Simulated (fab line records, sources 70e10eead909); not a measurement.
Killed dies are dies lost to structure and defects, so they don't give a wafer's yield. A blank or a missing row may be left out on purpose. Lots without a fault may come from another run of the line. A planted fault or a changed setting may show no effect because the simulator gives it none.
fab line records | flow nand_harc
record lots=11 wafers=33 last_day=25
route steps=1159 shown P_M2@336 P_BONDPAD@352 END@1159
lots that met no fault: from a run of the same line without faults
start_h: hours from the record's first day to the start of the lot's first wafer shown | wait_h: hours since the lot's step before | " the same as in the row above | L1.1+2: a row that stands for several wafers | - no value, or no start given | * or withheld: withheld | < > ~ a bound
route shown NAME@n: a module of which the file shows steps, and the number in the route of the first | usual: mean/standard deviation of fault-free wafers | same: alike in all rows | chamber/n: place in a boat | sites: the reading at each site | _std_site: their standard deviation | _edge_site: outer sites' mean less inner sites' | radius_mm: how far each site lies from the wafer's centre | mask NAME#n: copy n | behind: the tool/chamber that last shaped the wafer | hold: why the lot was held/for how many hours/how that ended | device: the transistor (n, p or np) that didn't switch | end of line: the same wafers' tests at the end of the route | a step without rows: its recipe alone | killed: dies lost to structure and defects at the first sort, not the wafer's yield | map: a wafer's dies, x killed, . not, _ none there
set.NAME: the setting as run; set.NAME@STEP: as run at that earlier step | model.NAME: the simulator's own value behind a step, which no gauge read
steps of the route over a sample of lots; a table a step, a row a wafer
services: from which hour (start_h, from the record's first day; less than 0 if before it) a tool's chamber was out of use, for how many hours, and why
## steps
# step NHARC_P_M2_ETCH_28
# recipe target_depth_a=300 over_etch_frac=0.3 time_s=72.99 ion_energy_ev=150 cf4_flow_sccm=50 n2_flow_sccm=100 ar_flow_sccm=150 rf_w=300 bias_w=100 chemistry=CF4/N2
# usual bias_w=100.01/0.27 chamber_pressure_mTorr=29.998/0.028 drypump_motor_current_A=5.5/0.47 oes_product_au=0.997/0.0088 rf_vpp_V=313.1/2.1 showerhead_plenum_p_Torr=2.57/0.11 throttle_valve_pct=19.794/0.01
# columns lot.wafer tool chamber start_h wait_h bias_w chamber_pressure_mTorr drypump_motor_current_A oes_product_au rf_hours_counter_h rf_vpp_V showerhead_plenum_p_Torr throttle_valve_pct
L188.2 rie_diel-03 0 - - 99.66 30.011 5.5 1.008 16 313.3 2.65 19.791
L188.1 " 1 " " 100.25 29.949 6.4 0.999 10 312.2 2.47 19.783
L188.3 " 2 " " 100.11 29.972 5.7 1.011 15 318.5 2.80 19.791
L190.3 rie_diel-06 2 - - 100.01 30.000 6.1 0.996 2 311.3 2.46 19.808
L190.1 " 3 " " 100.05 29.974 5.8 0.992 2 315.9 2.71 19.807
L190.6 " 2 " " 99.81 29.976 6.0 0.989 - 310.5 2.46 19.789
L189.4 rie_diel-06 2 - - 99.73 30.007 6.0 0.986 2 313.0 2.46 19.796
L189.1 " 3 " " 99.58 29.971 5.8 0.988 3 315.7 2.71 19.783
L189.6 " 1 " " 100.22 29.994 4.8 0.986 - 313.2 2.47 19.800
L191.3 rie_diel-06 1 - - 100.10 30.003 4.8 0.990 3 311.3 2.47 19.798
L191.1 " 2 " " 100.20 29.973 6.0 0.992 3 312.6 2.46 19.783
L191.6 " 1 " " 99.40 29.992 4.8 0.998 - 311.4 2.46 19.799
L192.1 rie_diel-06 1 - - 100.44 29.978 4.8 0.987 3 312.7 2.46 19.791
L192.2 " 2 " " 99.69 29.992 6.1 0.996 3 311.7 2.46 19.781
L192.6 " 0 " " 100.56 30.029 5.5 1.001 - 313.7 2.63 19.780
L195.3 rie_diel-06 2 - - 100.07 30.008 6.0 0.995 3 310.8 2.46 19.790
L195.1 " 0 " " 99.97 29.970 5.5 0.998 4 313.1 2.63 19.805
L195.5 " 3 " " 99.45 29.945 5.8 0.997 - 315.8 2.71 19.796
L194.3 rie_diel-03 0 - - 100.21 29.985 5.5 0.992 24 312.5 2.64 19.799
L194.2 " 1 " " 100.09 29.999 6.4 0.998 19 312.7 2.47 19.813
L194.4 " 2 " " 100.50 30.006 5.7 0.997 24 315.2 2.79 19.789
L201.1 rie_diel-05 0 - - 99.72 30.010 6.3 0.996 15 315.0 2.65 19.784
L201.2 " 1 " " 99.71 30.039 5.6 0.988 16 312.7 2.53 19.804
L201.4 " 2 " " 100.06 29.967 5.7 0.989 14 315.0 2.69 19.794
L204.4 rie_diel-06 3 - - 100.32 29.991 5.8 1.007 6 314.7 2.71 19.777
L204.3 " 1 " " 99.90 30.011 4.8 1.001 6 311.5 2.46 19.793
L204.2 " 2 " " 100.64 30.047 6.0 0.987 6 310.6 2.46 19.776
L208.1 rie_diel-06 3 - - 100.25 29.997 5.8 1.014 0 314.3 2.71 19.786
L208.4 " 1 " " 100.35 30.016 4.8 0.994 0 312.2 2.46 19.781
L208.2 " 2 " " 100.32 29.999 6.0 1.001 0 310.4 2.46 19.771
L210.1 rie_diel-06 3 - - 100.03 29.961 5.7 1.010 1 314.5 2.71 19.794
L210.2 " 1 " " 100.00 29.989 4.8 0.995 1 310.8 2.46 19.811
L210.5 " 3 " " 100.03 30.029 5.7 1.000 - 316.7 2.71 19.801
# step NHARC_P_BONDPAD_CMP_32
# recipe target_thk_nm=200 material=SiCN
# usual motor_current_A=11.8/1.1
# columns lot.wafer tool chamber start_h wait_h motor_current_A
L188.1 cmp-02 0 136.84 - 12.0
L188.2 " 2 " " 11.7
L188.3 " 3 " " 9.9
L190.1 cmp-04 2 140.43 - 12.3
L190.3 " 3 " " 14.9
L190.6 " 2 " " 12.2
L189.1 cmp-04 0 145.36 - 13.2
L189.4 " 3 " " 14.1
L189.6 " 1 " " 11.0
L191.3 cmp-04 0 150.98 - 12.5
L191.1 " 2 " " 12.8
L191.6 " 1 " " 11.2
L192.2 cmp-02 3 151.63 - 10.1
L192.1 " 1 " " 11.4
L192.6 " 3 " " 10.5
L195.1 cmp-04 2 173.42 - 12.2
L195.3 " 3 " " 13.7
L195.5 " 2 " " 12.7
L194.4 cmp-02 2 174.11 - 12.4
L194.3 " 0 " " 11.8
L194.2 " 1 " " 11.4
L201.2 cmp-03 2 215.27 - 12.2
L201.1 " 3 " " 12.0
L201.4 " 1 " " 12.1
L204.3 cmp-04 1 230.49 - 10.9
L204.4 " 3 " " 14.7
L204.2 " 0 " " 13.2
L208.1 cmp-03 1 253.72 - 11.6
L208.2 " 2 " " 12.2
L208.4 " 0 " " 9.9
L210.1 cmp-03 2 265.73 0.4 11.7
L210.2 " 3 " " 11.2
L210.5 " 1 " " 12.1
# step NHARC_P_BONDPAD_THK_MEAS_33
# recipe thk_meas_gauge=ellipsometry
# usual thk_nm=200.0/1.4
# columns lot.wafer tool chamber start_h wait_h thk_nm
L188.1 film_metro-01 - 137.08 0.2 198.5
L188.2 " - " " 200.9
L188.3 " - " " 200.2
L190.1 film_metro-01 - 140.68 0.2 200.7
L190.3 " - " " 200.2
L190.6 " - " " 198.8
L189.1 film_metro-01 - 145.61 0.2 199.3
L189.4 " - " " 199.5
L189.6 " - " " 200.3
L191.1 film_metro-02 - 151.23 0.2 200.7
L191.3 " - " " 199.8
L191.6 " - " " 200.6
L192.1 film_metro-02 - 151.87 0.2 198.3
L192.2 " - " " 198.9
L192.6 " - " " 196.8
L195.1 film_metro-02 - 173.67 0.2 199.7
L195.3 " - " " 197.2
L195.5 " - " " 199.8
L194.2 film_metro-01 - 174.36 0.2 201.2
L194.3 " - " " 200.4
L194.4 " - " " 199.6
L201.1 film_metro-01 - 215.52 0.2 202.7
L201.2 " - " " 200.6
L201.4 " - " " 201.6
L204.2 film_metro-02 - 230.74 0.2 201.1
L204.3 " - " " 199.6
L204.4 " - " " 201.6
L208.1 film_metro-02 - 253.97 0.2 199.7
L208.2 " - " " 199.1
L208.4 " - " " 200.8
L210.1 film_metro-02 - 265.95 0.2 199.9
L210.2 " - " " 201.0
L210.5 " - " " 199.3
# step NHARC_P_BONDPAD_EXPOSE_06
# recipe na=0.55 dose_mj=37.06 mask_id=P_BPAD
# usual exposure_dose_mJ_cm2=37.02/0.034 reticle_temp_C=22.99/0.11 stage_vel_mm_s=500.01/0.26
# columns lot.wafer tool chamber start_h wait_h mask exposure_dose_mJ_cm2 reticle_temp_C stage_vel_mm_s
L188.1 krf_scanner-02 0 137.37 - P_BPAD#0 37.02 22.96 500.22
L188.2 " 0 " " P_BPAD#0 37.00 23.02 500.30
L188.3 " 0 " " P_BPAD#0 37.03 22.86 499.69
L190.1 krf_scanner-01 0 141.22 - P_BPAD#0 37.02 22.82 500.19
L190.3 " 0 " " P_BPAD#0 37.06 22.88 500.07
L190.6 " 0 " " P_BPAD#0 37.06 23.00 500.12
L189.1 krf_scanner-03 0 146.02 - P_BPAD#0 37.04 23.10 499.52
L189.4 " 0 " " P_BPAD#0 37.00 23.10 499.53
L189.6 " 0 " " P_BPAD#0 37.03 23.04 499.86
L191.1 krf_scanner-03 0 151.52 - P_BPAD#0 37.05 22.81 499.86
L191.3 " 0 " " P_BPAD#0 37.05 22.87 500.13
L191.6 " 0 " " P_BPAD#0 37.04 22.95 500.36
L192.1 krf_scanner-02 0 152.29 - P_BPAD#0 36.98 22.88 499.60
L192.2 " 0 " " P_BPAD#0 37.00 22.88 499.89
L192.6 " 0 " " P_BPAD#0 37.00 22.97 499.67
L195.1 krf_scanner-01 0 174.09 - P_BPAD#0 37.04 23.21 500.34
L195.3 " 0 " " P_BPAD#0 37.05 23.11 499.83
L195.5 " 0 " " P_BPAD#0 37.06 22.99 500.13
L194.2 krf_scanner-02 0 174.78 - P_BPAD#0 36.98 22.89 499.87
L194.3 " 0 " " P_BPAD#0 37.01 22.90 500.27
L194.4 " 0 " " P_BPAD#0 37.01 22.88 500.08
L201.1 krf_scanner-02 0 215.93 - P_BPAD#0 58.80 23.00 499.98
L201.2 " 0 " " P_BPAD#0 58.75 23.11 500.05
L201.4 " 0 " " P_BPAD#0 58.79 23.11 499.97
L204.2 krf_scanner-02 0 231.15 - P_BPAD#0 55.03 22.95 499.96
L204.3 " 0 " " P_BPAD#0 55.08 23.14 500.04
L204.4 " 0 " " P_BPAD#0 55.06 23.19 500.08
L208.1 krf_scanner-03 0 254.38 - P_BPAD#0 36.96 23.08 499.95
L208.2 " 0 " " P_BPAD#0 37.02 23.24 499.66
L208.4 " 0 " " P_BPAD#0 36.98 23.03 499.88
L210.1 krf_scanner-03 0 266.38 - P_BPAD#0 36.96 23.08 500.10
L210.2 " 0 " " P_BPAD#0 36.96 23.07 499.78
L210.5 " 0 " " P_BPAD#0 36.97 23.05 500.03
# step NHARC_P_BONDPAD_CD_MEAS_09
# recipe target_cd_nm=500 landing_energy_ev=500
# usual cd_nm=500.0/2.2
# columns lot.wafer tool chamber start_h wait_h cd_nm
L188.1 cd_sem-01 0 137.52 - 503.6
L188.2 " 0 " " 502.1
L188.3 " 0 " " 500.1
L190.1 cd_sem-03 0 141.37 - 504.7
L190.3 " 0 " " 499.8
L190.6 " 0 " " 499.5
L189.1 cd_sem-03 0 146.18 - 502.0
L189.4 " 0 " " 502.8
L189.6 " 0 " " 502.0
L191.1 cd_sem-03 0 151.67 - 501.3
L191.3 " 0 " " 499.0
L191.6 " 0 " " 501.2
L192.1 cd_sem-03 0 152.44 - 501.0
L192.2 " 0 " " 500.0
L192.6 " 0 " " 502.4
L195.1 cd_sem-02 0 174.25 - 500.5
L195.3 " 0 " " 503.7
L195.5 " 0 " " 502.1
L194.2 cd_sem-01 0 174.93 - 503.9
L194.3 " 0 " " 501.1
L194.4 " 0 " " 500.7
L201.1 cd_sem-03 0 216.09 - 514.6
L201.2 " 0 " " 515.7
L201.4 " 0 " " 517.1
L204.2 cd_sem-02 0 231.31 - 519.0
L204.3 " 0 " " 516.7
L204.4 " 0 " " 515.7
L208.1 cd_sem-02 0 254.53 - 498.5
L208.2 " 0 " " 496.5
L208.4 " 0 " " 496.7
L210.1 cd_sem-01 0 266.53 - 499.5
L210.2 " 0 " " 502.8
L210.5 " 0 " " 499.6
# step NHARC_END_SORT_01
# recipe temp_c=25
# usual defect_limited_yield=95.7/1.4 killed_at_array=25/9.2 killed_at_other=0.9/1.3 killed_at_periphery=3.3/2.3 killed_dies=29/9.6 killed_open=3.2/1.8 killed_short=2/1.4 sort_bin_2_pct=1.3/0.65 sort_bin_3_pct=0.25/0.21 sort_bin_4_pct=2.8/0.9 sort_n_pass=648/9.6 sort_rim_yield_pct=94/3 sort_yield_pct=95.7/1.4
# same gross_dies=677 sort_bin_5_pct[%]=0 sort_bin_6_pct[%]=0 sort_bin_7_pct[%]=0 sort_bin_8_pct[%]=0 sort_rim_n_gross=106.00
# columns lot.wafer tool chamber start_h wait_h defect_limited_yield[%] killed_at_array killed_at_other killed_at_periphery killed_dies killed_open killed_short sort_bin_2_pct[%] sort_bin_3_pct[%] sort_bin_4_pct[%] sort_n_pass sort_rim_yield_pct[%] sort_yield_pct[%]
L195.1 prober-01 0 497.84 2.5 95.7 23 1 5 29 4 3 1.0 0.44 2.8 648 94 95.7
L195.3 prober-01 0 499.45 3.1 95.4 24 0 7 31 6 2 1.6 0.30 2.7 646 92 95.4
L195.5 prober-01 0 501.06 3.7 96.8 21 0 1 22 3 1 0.4 0.44 2.4 655 94 96.8
L201.2 prober-02 0 542.82 2.8 96.3 22 2 1 25 0 2 0.9 0.74 2.1 652 98 96.3
L201.4 prober-02 0 544.38 3.3 95.1 27 5 1 33 4 5 1.9 0.44 2.5 644 97 95.1
# killed by level:class
L195.1 A_SLIT:chamber_film_flake=9 A_STAIRCASE:chamber_film_flake=3 A_CONTACT:chamber_film_flake=3 P_CONTACT:geometric_particle:open=2 P_ZERO_WELL:chamber_film_flake=2 A_CHANNEL_HOLE_D1:chamber_film_flake=2 A_WL_FILL:chamber_film_flake=2 A_ONON_D1:geometric_particle:open=1
L195.3 A_SLIT:chamber_film_flake=9 A_WL_FILL:chamber_film_flake=6 P_ZERO_WELL:chamber_film_flake=3 A_ONON_D1:geometric_particle:short=2 A_CHANNEL_HOLE_D1:chamber_film_flake=2 P_STI:geometric_particle:open=1 P_GATE:geometric_particle:open=1 P_CONTACT:geometric_particle:open=1
L195.5 A_SLIT:chamber_film_flake=10 A_CONTACT:chamber_film_flake=3 A_CHANNEL_HOLE_D1:chamber_film_flake=2 A_STAIRCASE:chamber_film_flake=2 P_M0:geometric_particle:open=1 A_ONON_D1:geometric_particle:short=1 A_CHANNEL_FILL_D1:geometric_particle:open=1 A_CONTACT:geometric_particle:open=1
L201.2 A_STAIRCASE:chamber_film_flake=11 A_CHANNEL_HOLE_D1:chamber_film_flake=6 A_SLIT:chamber_film_flake=3 P_CONTACT:geometric_particle:short=1 STARTING-WAFER:geometric_particle:short=1 A_CONTACT:chamber_film_flake=1 A_M1:chamber_film_flake=1 THIN_TSV:chamber_film_flake=1
L201.4 A_STAIRCASE:chamber_film_flake=9 A_CHANNEL_HOLE_D1:chamber_film_flake=5 THIN_TSV:chamber_film_flake=5 A_WL_FILL:geometric_particle:short=4 A_SLIT:chamber_film_flake=4 A_ONON_D1:geometric_particle:open=2 P_M0:geometric_particle:open=1 A_M0:geometric_particle:short=1
## services
# columns tool chamber start_h hours kind
cmp-02 - 128.60 4.0 pm
rie_diel-03 2 130.39 2.0 repair
rie_diel-05 2 134.26 2.8 repair
cmp-03 - 135.50 1.4 repair
cmp-04 - 139.01 0.9 repair
rie_diel-05 2 142.12 15.8 repair
rie_diel-05 - 149.34 1.9 repair
cmp-04 - 155.65 2.5 repair
cmp-03 - 156.00 4.0 pm
rie_diel-05 - 163.61 9.0 pm
krf_scanner-02 - 169.19 0.2 repair
krf_scanner-03 - 185.30 4.0 pm
cmp-04 - 203.00 4.0 pm
krf_scanner-02 - 210.04 4.0 pm
rie_diel-03 - 215.30 9.0 pm
cmp-02 - 221.89 0.2 repair
cmp-02 - 226.60 4.0 pm
cmp-02 - 238.38 2.3 repair
rie_diel-06 - 241.20 9.0 pm
cmp-03 - 241.72 0.7 repair
cmp-03 - 254.00 4.0 pm
krf_scanner-03 - 255.99 1.0 repair
krf_scanner-01 - 256.00 4.0 pm
cmp-02 - 257.44 0.8 repair
## key
first_sign step=NHARC_P_BONDPAD_EXPOSE_06 reading=exposure_dose_mJ_cm2 direction=up sigmas=99+ usual=37.02 struck=56.92
effect step=NHARC_P_BONDPAD_CD_MEAS_09 reading=cd_nm direction=up sigmas=7.7 usual=500.0 struck=516.5 through=control_loop
met_at NHARC_P_BONDPAD_EXPOSE_06
struck_lots L201,L204
loop_trim step=NHARC_P_BONDPAD_EXPOSE_06 setting=dose lots=L204
not_acting_at NHARC_P_M2_ETCH_28,NHARC_P_BONDPAD_CMP_32,NHARC_P_BONDPAD_THK_MEAS_33
onset_between 174.78 215.93
fault kind=process_parameter_drift tool=krf_scanner-02 chamber=- onset_h=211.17 steps=NHARC_P_BONDPAD_EXPOSE_06 channel=dose_mj offset=21.73 shape=step acts_in=these_recipes_only stated=37.06
# loop_trim: a control loop set the setting to another value than it would have without faults
